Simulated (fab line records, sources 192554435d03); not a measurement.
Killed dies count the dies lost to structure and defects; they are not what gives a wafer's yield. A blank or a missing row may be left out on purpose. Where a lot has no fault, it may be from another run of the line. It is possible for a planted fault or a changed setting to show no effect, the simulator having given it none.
fab line records	flow n5Finfet	part 1 of 2: steps 1 to 3 of 6
[record] lots = 23	wafers = 69	lastDay = 19
route steps=1938 shown BEOL_M0_SAQP@699 BEOL_M1@751
lots with no fault: from the same line, run without faults
startH: start of the lot's first displayed wafer, in hours after the record's first day	waitH: hours elapsed since this lot's preceding step	" identical to the entry in the row above	L1.1+2: several wafers, shown together as one row	- no value, or no start was given	* or withheld: withheld	< > ~ a bound
route shown NAME@n: NAME is a module with steps in the file, n the number in the route of the first one	usual: average and standard deviation across the fault-free wafers	same: alike in all rows	chamber/n: place in a boat	sites: each site's reading	_std_site: the values' standard deviation	_edge_site: the outer-site mean with the inner-site mean subtracted	radiusMm: for every site, how far away it sits from the centre of the wafer	mask NAME#n: copy n	behind: the most recent tool/chamber to have shaped the wafer	hold: why the lot was held/for how many hours/how that ended	device: the n, p or np transistor that did not switch	end of line: the same wafers' tests at the end of the route	for a step that has no rows: nothing shown but its recipe	killed: not the wafer's yield, but the dies lost to structure and defects at the first sort	map: dies across one wafer; x = killed, . = not, _ = none there
set.NAME: the run value of the setting; set.NAME@STEP: its run value at that earlier step	model.NAME: the simulator's own value behind a step, which no gauge read
the route's steps for a sample of lots (tables are steps, rows are wafers)
services: from which hour (startH, from the record's first day; less than 0 if before it) a tool's chamber was out of use, for how many hours, and why
[[steps]]
[step N5_BEOL_M0_SAQP_ETCH_49]
[recipe] chemistry = CF4/O2	targetDepthA = 370	target = SiO2	pressureMtorr = 40	sourceW = 535	biasW = 49	Ar_flow_sccm = 100	cf4FlowSccm = 100	O2_flow_sccm = 10	ionEnergyEv = 100
[usual] drypumpMotorCurrentA = 5.9/0.43	oesProductAu = 0.77/0.06	rfVppV = 241.0/1.8	showerheadPlenumPTorr = 2.23/0.056	throttleValvePct = 15.86/0.15
lot.wafer	tool	chamber	startH	waitH	drypumpMotorCurrentA	oesProductAu	rfHoursCounterH	rfVppV	showerheadPlenumPTorr	throttleValvePct
L074.2	rieDiel-05	0	111.83	0.3	5.2	0.82	67	241.5	2.23	15.97
L074.3	"	2	"	"	5.7	0.75	180	241.9	2.28	16.06
L074.5	"	3	"	"	5.8	0.89	-	243.1	2.33	15.73
L075.3	rieDiel-05	0	117.98	0.3	5.2	0.84	69	241.6	2.23	15.97
L075.5	"	2	"	"	5.7	0.74	-	243.9	2.28	16.07
L075.6	"	1	"	"	5.8	0.75	-	239.8	2.29	15.89
L076.2	rieDiel-04	1	126.82	0.5	6.1	0.77	128	240.4	2.21	16.00
L076.4	"	0	"	"	5.4	0.88	45	241.4	2.33	15.59
L076.5	"	3	"	"	6.5	0.72	-	238.4	2.20	15.79
L077.2	rieDiel-04	1	132.24	0.3	6.2	0.77	130	242.7	2.21	16.01
L077.4	"	2	"	"	6.5	0.74	190	240.6	2.19	15.80
L077.5	"	3	"	"	6.5	0.72	-	238.0	2.20	15.76
L078.1	rieDiel-04	2	137.98	0.3	6.5	0.74	192	240.1	2.19	15.80
L078.3	"	3	"	"	6.5	0.71	163	236.9	2.20	15.79
L078.5	"	3	"	"	6.4	0.72	-	238.6	2.20	15.80
L079.3	rieDiel-05	2	141.41	0.3	5.7	0.74	188	243.0	2.28	16.09
L079.4	"	1	"	"	5.8	0.74	156	238.3	2.29	15.90
L079.6	"	3	"	"	5.7	0.87	-	243.6	2.32	15.74
L080.1	rieDiel-03	3	148.16	0.3	5.6	0.71	198	244.5	2.18	15.97
L080.3	"	1	"	"	6.1	0.90	27	240.0	2.16	15.62
L080.4	"	1	"	"	6.0	0.90	-	240.5	2.16	15.63
L081.1	rieDiel-04	1	156.43	0.4	6.2	0.75	138	241.9	2.21	16.01
L081.2	"	2	"	"	6.5	0.73	197	241.0	2.19	15.81
L081.5	"	1	"	"	6.2	0.76	-	241.8	2.21	16.02
L082.1	rieDiel-05	3	158.66	0.3	5.7	0.86	45	243.5	2.32	15.77
L082.3	"	0	"	"	5.2	0.80	80	240.3	2.23	15.98
L082.4	"	2	"	"	5.7	0.73	193	243.8	2.28	16.09
L083.1	rieDiel-05	0	168.02	0.5	5.2	0.80	82	239.7	2.23	15.99
L083.3	"	2	"	"	5.7	0.74	196	244.0	2.27	16.11
L083.6	"	2	"	"	5.7	0.72	-	241.9	2.27	16.12
L084.1	rieDiel-03	2	174.64	0.3	5.4	0.75	178	239.7	2.20	15.73
L084.3	"	3	"	"	5.6	0.71	207	243.8	2.18	15.99
L084.4	"	0	"	"	6.3	0.73	-	240.6	2.18	15.93
L086.1	rieDiel-04	0	186.59	0.3	5.4	0.86	64	243.6	2.32	15.64
L086.2	"	3	"	"	6.4	0.71	176	238.6	2.20	15.83
L086.6	"	2	"	"	6.5	0.73	-	240.4	2.19	15.83
L085.3	rieDiel-03	3	189.93	0.3	5.6	0.70	210	244.9	2.18	15.99
L085.4	"	1	"	"	6.0	0.87	38	239.6	2.15	15.64
L085.6	"	2	"	"	5.5	0.74	-	239.7	2.19	15.73
L087.3	rieDiel-04	0	193.42	0.4	5.5	0.84	66	242.6	2.32	15.62
L087.5	"	1	"	"	6.2	0.76	-	240.0	2.20	16.03
L087.6	"	0	"	"	5.4	0.84	-	243.1	2.32	15.63
L088.1	rieDiel-04	0	200.03	0.3	5.4	0.85	68	242.8	2.32	15.63
L088.3	"	3	"	"	6.4	0.71	180	239.8	2.19	15.82
L088.5	"	0	"	"	5.4	0.84	-	242.8	2.32	15.63
L089.3	rieDiel-05	1	205.93	0.3	5.8	0.72	174	239.4	2.28	15.95
L089.5	"	2	"	"	5.7	0.71	-	242.5	2.27	16.11
L089.6	"	1	"	"	5.8	0.72	-	239.0	2.28	15.93
L090.1	rieDiel-04	2	208.13	0.3	6.5	0.72	210	240.5	2.19	15.84
L090.2	"	0	"	"	5.5	0.84	71	241.2	2.32	15.64
L090.4	"	1	"	"	6.2	0.75	153	241.7	2.20	16.05
L091.1	rieDiel-03	2	210.78	0.3	5.4	0.74	189	240.5	2.19	15.73
L091.2	"	0	"	"	6.4	0.72	213	241.4	2.18	15.95
L091.4	"	1	"	"	6.0	0.87	45	240.3	2.15	15.65
L093.1	rieDiel-04	2	225.55	0.3	6.5	0.73	215	242.3	2.18	15.84
L093.3	"	1	"	"	6.2	0.75	158	240.8	2.20	16.05
L093.6	"	0	"	"	5.4	0.82	-	243.6	2.32	15.65
L094.1	rieDiel-03	1	230.10	0.5	6.1	0.86	51	240.6	2.15	15.66
L094.3	"	0	"	"	6.3	0.72	219	240.4	2.18	15.96
L094.4	"	3	"	"	5.6	0.69	224	244.2	2.18	16.01
L095.1	rieDiel-04	3	240.51	0.3	6.5	0.70	191	237.5	2.19	15.86
L095.2	"	1	"	"	6.2	0.75	162	240.3	2.20	16.04
L095.5	"	0	"	"	5.4	0.83	-	242.3	2.32	15.67
L097.2	rieDiel-04	2	251.89	0.5	6.5	0.73	223	241.1	2.18	15.86
L097.5	"	2	"	"	6.5	0.72	-	240.0	2.18	15.85
L097.6	"	1	"	"	6.2	0.75	-	239.8	2.20	16.07
L096.1	rieDiel-04	2	256.31	0.3	6.5	0.71	225	240.8	2.18	15.85
L096.5	"	2	"	"	6.6	0.71	-	239.5	2.18	15.85
L096.6	"	1	"	"	6.2	0.73	-	240.9	2.20	16.08
[step N5_BEOL_M1_ILD_DEP_00]
[recipe] material = SiOC	targetThkA = 790	tempC = 350	precursor = DEMS/O2	pressureTorr = 5	rfW = 500	timeS = 15.3
[usual] heaterPowerW = 444/69	showerheadPlenumPTorr = 5.681/0.019	throttleValvePct = 12.3/0.8
lot.wafer	tool	chamber	startH	waitH	heaterPowerW	showerheadPlenumPTorr	throttleValvePct
L074.2	pecvd-02	0	117.94	0.0	477	5.700	11.6
L074.3	"	1	"	"	546	5.675	11.7
L074.5	"	2	"	"	385	5.690	11.7
L075.3	pecvd-03	2	124.97	0.0	557	5.731	11.4
L075.5	"	2	"	"	561	5.702	11.1
L075.6	"	0	"	"	541	5.644	11.8
L076.2	pecvd-02	2	133.58	0.0	344	5.686	11.7
L076.4	"	0	"	"	444	5.699	11.4
L076.5	"	1	"	"	608	5.675	11.7
L077.2	pecvd-01	2	137.46	0.0	327	5.664	11.4
L077.4	"	1	"	"	442	5.692	13.0
L077.5	"	2	"	"	340	5.649	11.7
L078.1	pecvd-02	0	143.45	0.0	477	5.687	11.5
L078.3	"	1	"	"	596	5.689	11.9
L078.5	"	2	"	"	373	5.693	12.0
L079.3	pecvd-02	0	147.85	0.0	402	5.704	11.8
L079.4	"	1	"	"	588	5.678	11.6
L079.6	"	2	"	"	362	5.676	11.8
L080.1	pecvd-01	2	153.94	0.0	387	5.659	11.6
L080.3	"	0	"	"	459	5.662	13.7
L080.4	"	2	"	"	396	5.655	11.5
L082.1	pecvd-01	1	165.93	0.0	448	5.697	13.2
L082.3	"	0	"	"	519	5.672	13.5
L082.4	"	0	"	"	526	5.665	13.5
L081.1	pecvd-01	1	166.24	0.0	431	5.685	13.0
L081.2	"	2	"	"	415	5.680	11.5
L081.5	"	2	"	"	416	5.662	11.5
L083.1	pecvd-01	0	173.43	0.0	408	5.663	13.3
L083.3	"	2	"	"	417	5.667	11.8
L083.6	"	2	"	"	414	5.680	11.6
L084.1	pecvd-01	0	180.77	0.0	418	5.645	13.6
L084.3	"	1	"	"	454	5.688	13.0
L084.4	"	1	"	"	364	5.672	13.2
L086.1	pecvd-01	2	194.57	0.0	399	5.665	11.7
L086.2	"	1	"	"	407	5.679	13.3
L086.6	"	2	"	"	399	5.662	11.7
L085.3	pecvd-01	0	194.81	0.0	473	5.664	13.2
L085.4	"	1	"	"	417	5.688	13.0
L085.6	"	2	"	"	383	5.669	11.5
L087.3	pecvd-03	2	201.95	0.0	445	5.716	10.9
L087.5	"	0	"	"	521	5.648	11.5
L087.6	"	1	"	"	440	5.706	12.1
L088.1	pecvd-02	1	203.73	0.0	575	5.671	11.7
L088.3	"	2	"	"	374	5.700	12.1
L088.5	"	1	"	"	576	5.677	11.5
L089.3	pecvd-02	2	210.83	0.0	326	5.704	11.7
L089.5	"	2	"	"	337	5.694	12.1
L089.6	"	1	"	"	614	5.683	11.7
L091.1	pecvd-01	2	216.53	0.0	370	5.672	11.9
L091.2	"	0	"	"	478	5.661	13.5
L091.4	"	0	"	"	492	5.666	13.4
L090.1	pecvd-02	1	216.79	0.0	608	5.683	12.0
L090.2	"	2	"	"	383	5.684	12.2
L090.4	"	0	"	"	435	5.692	11.9
L093.1	pecvd-03	0	231.82	0.0	495	5.636	11.6
L093.3	"	1	"	"	458	5.694	12.1
L093.6	"	0	"	"	496	5.640	11.9
L094.1	pecvd-01	2	236.83	0.0	375	5.650	11.7
L094.3	"	0	"	"	433	5.666	13.5
L094.4	"	2	"	"	367	5.657	11.9
L095.1	pecvd-02	2	246.27	0.0	337	5.684	12.0
L095.2	"	0	"	"	450	5.697	11.6
L095.5	"	0	"	"	445	5.682	11.6
L097.2	pecvd-02	0	256.96	0.0	479	5.697	11.8
L097.5	"	0	"	"	480	5.696	11.5
L097.6	"	2	"	"	365	5.690	12.3
L096.1	pecvd-01	0	262.34	0.0	535	5.680	13.8
L096.5	"	2	"	"	388	5.657	11.9
L096.6	"	0	"	"	525	5.670	13.7
[step N5_BEOL_M1_HM_OPEN_17]
[recipe] chemistry = Cl2/BCl3	targetDepthA = 200	overetchA = 60	target = TiN	maskMaterial = SOC	ionEnergyEv = 150	pressureMtorr = 10	icpW = 1000	biasW = 126	Cl2_flow_sccm = 53.25	bcl3FlowSccm = 21.75	Ar_flow_sccm = 25
[usual] drypumpMotorCurrentA = 5.8/0.34	heBacksideLeakSccm = 3.3/0.31	mfcCl2Sccm = 53.26/0.15	oesProductAu = 0.66/0.086	throttleValvePct = 22.18/0.27
lot.wafer	tool	chamber	startH	waitH	drypumpMotorCurrentA	heBacksideLeakSccm	mfcCl2Sccm	oesProductAu	rfHoursCounterH	throttleValvePct
L074.2	rieMetal-02	0	121.52	0.0	5.3	3.5	53.28	0.54	122	22.17
L074.3	"	1	"	"	6.0	3.2	53.31	0.64	-	22.31
L074.5	"	1	"	"	5.9	3.1	53.28	0.64	-	22.31
L075.3	rieMetal-03	1	127.59	0.1	5.4	3.1	53.26	0.50	-	22.02
L075.5	"	1	"	"	5.4	3.1	53.19	0.50	-	22.00
L075.6	"	0	"	"	6.3	3.5	53.57	0.67	-	22.25
L076.2	rieMetal-01	0	136.04	0.0	6.0	3.4	53.53	0.60	67	21.99
L076.4	"	0	"	"	6.0	3.3	53.30	0.61	-	21.94
L076.5	"	1	"	"	5.4	3.1	53.16	0.66	-	22.59
L077.2	rieMetal-01	1	139.45	0.0	5.5	3.0	53.54	0.67	33	22.57
L077.4	"	0	"	"	5.9	3.4	53.03	0.60	-	21.98
L077.5	"	1	"	"	5.4	3.0	53.48	0.66	-	22.56
L078.1	rieMetal-01	1	145.46	0.0	5.4	3.0	53.16	0.67	34	22.58
L078.3	"	1	"	"	5.4	4.8	53.42	0.66	-	22.58
L078.5	"	0	"	"	6.0	3.3	53.37	0.60	-	21.96
L079.3	rieMetal-02	0	148.85	0.1	5.3	3.6	53.56	0.53	-	22.19
L079.4	"	1	"	"	5.9	3.1	53.07	0.62	-	22.34
L079.6	"	1	"	"	5.9	3.0	52.93	0.62	-	22.33
L080.1	rieMetal-03	0	157.68	0.0	6.3	3.6	53.23	0.68	39	22.26
L080.3	"	0	"	"	6.3	3.6	53.28	0.68	-	22.24
L080.4	"	0	"	"	6.3	3.4	53.29	0.67	-	22.24
L082.1	rieMetal-02	1	167.26	0.0	5.9	3.3	53.09	0.62	65	22.34
L082.3	"	1	"	"	5.9	3.2	53.05	0.62	-	22.33
L082.4	"	0	"	"	5.3	3.7	53.28	0.53	-	22.17
L081.1	rieMetal-01	1	169.17	0.0	5.4	3.0	53.31	0.66	36	22.58
L081.2	"	0	"	"	6.0	3.3	53.19	0.60	69	21.97
L081.5	"	1	"	"	5.5	3.0	53.32	0.67	-	22.55
L083.1	rieMetal-03	0	177.58	0.0	6.3	3.5	53.44	0.66	42	22.28
L083.3	"	0	"	"	6.3	3.5	53.11	0.66	-	22.28
L083.6	"	1	"	"	5.4	2.9	53.13	0.82	-	21.69
L084.1	rieMetal-03	0	182.21	0.0	6.3	3.4	53.60	0.66	42	22.27
L084.3	"	1	"	"	5.5	3.1	53.22	0.82	-	21.67
L084.4	"	0	"	"	6.3	3.4	53.41	0.67	-	22.27
L086.1	rieMetal-03	1	199.92	0.0	5.4	3.1	53.17	0.81	4	21.67
L086.2	"	0	"	"	6.3	3.3	53.12	0.66	44	22.29
L086.6	"	1	"	"	5.5	3.0	53.37	0.81	-	21.69
L085.3	rieMetal-03	1	200.22	0.1	5.4	3.1	53.35	0.80	-	21.68
L085.4	"	0	"	"	6.3	3.5	53.11	0.66	-	22.27
L085.6	"	0	"	"	6.3	3.5	53.29	0.66	-	22.27
L087.3	rieMetal-01	0	203.22	0.1	5.9	3.4	53.35	0.59	-	21.97
L087.5	"	1	"	"	5.5	3.0	53.35	0.66	-	22.59
L087.6	"	0	"	"	6.0	3.5	53.61	0.59	-	21.99
L088.1	rieMetal-03	1	205.40	0.0	5.4	3.0	53.28	0.80	4	21.69
L088.3	"	0	"	"	6.3	3.5	53.35	0.66	-	22.26
L088.5	"	1	"	"	5.4	3.1	53.16	0.80	-	21.66
L089.3	rieMetal-03	0	214.28	0.1	6.2	3.5	53.28	0.66	-	22.26
L089.5	"	0	"	"	6.3	3.4	53.29	0.66	-	22.28
L089.6	"	1	"	"	5.4	3.2	53.20	0.80	-	21.69
L091.1	rieMetal-03	0	219.27	0.0	6.3	3.5	53.25	0.67	45	22.26
L091.2	"	1	"	"	5.4	2.9	53.30	0.81	5	21.67
L091.4	"	0	"	"	6.2	3.4	53.05	0.66	-	22.27
L090.1	rieMetal-02	1	219.49	0.0	6.0	3.0	53.22	0.61	71	22.36
L090.2	"	1	"	"	6.0	3.2	53.03	0.61	-	22.38
L090.4	"	1	"	"	5.9	3.1	53.14	0.62	-	22.37
L093.1	rieMetal-02	1	234.85	0.0	5.9	3.3	53.31	0.62	73	22.36
L093.3	"	1	"	"	5.9	3.1	53.46	0.61	-	22.36
L093.6	"	1	"	"	5.9	3.2	53.25	0.61	-	22.34
L094.1	rieMetal-02	1	238.00	0.0	5.9	3.2	53.41	0.61	74	22.36
L094.3	"	1	"	"	5.9	3.1	53.38	0.60	-	22.37
L094.4	"	1	"	"	5.9	3.2	53.36	0.60	-	22.37
L095.1	rieMetal-02	1	248.85	0.0	5.9	3.4	53.23	0.60	75	22.35
L095.2	"	0	"	"	5.3	3.4	53.12	0.82	1	21.98
L095.5	"	1	"	"	5.9	3.3	53.34	0.61	-	22.35
L097.2	rieMetal-02	0	259.55	0.0	5.3	3.5	53.43	0.81	2	21.97
L097.5	"	1	"	"	5.9	3.1	53.19	0.61	-	22.36
L097.6	"	0	"	"	5.3	3.5	52.96	0.82	-	21.97
L096.1	rieMetal-02	0	267.19	0.0	5.3	3.4	53.29	0.81	2	21.95
L096.5	"	0	"	"	5.3	3.3	53.21	0.81	-	21.96
L096.6	"	1	"	"	5.9	3.3	53.47	0.61	-	22.35
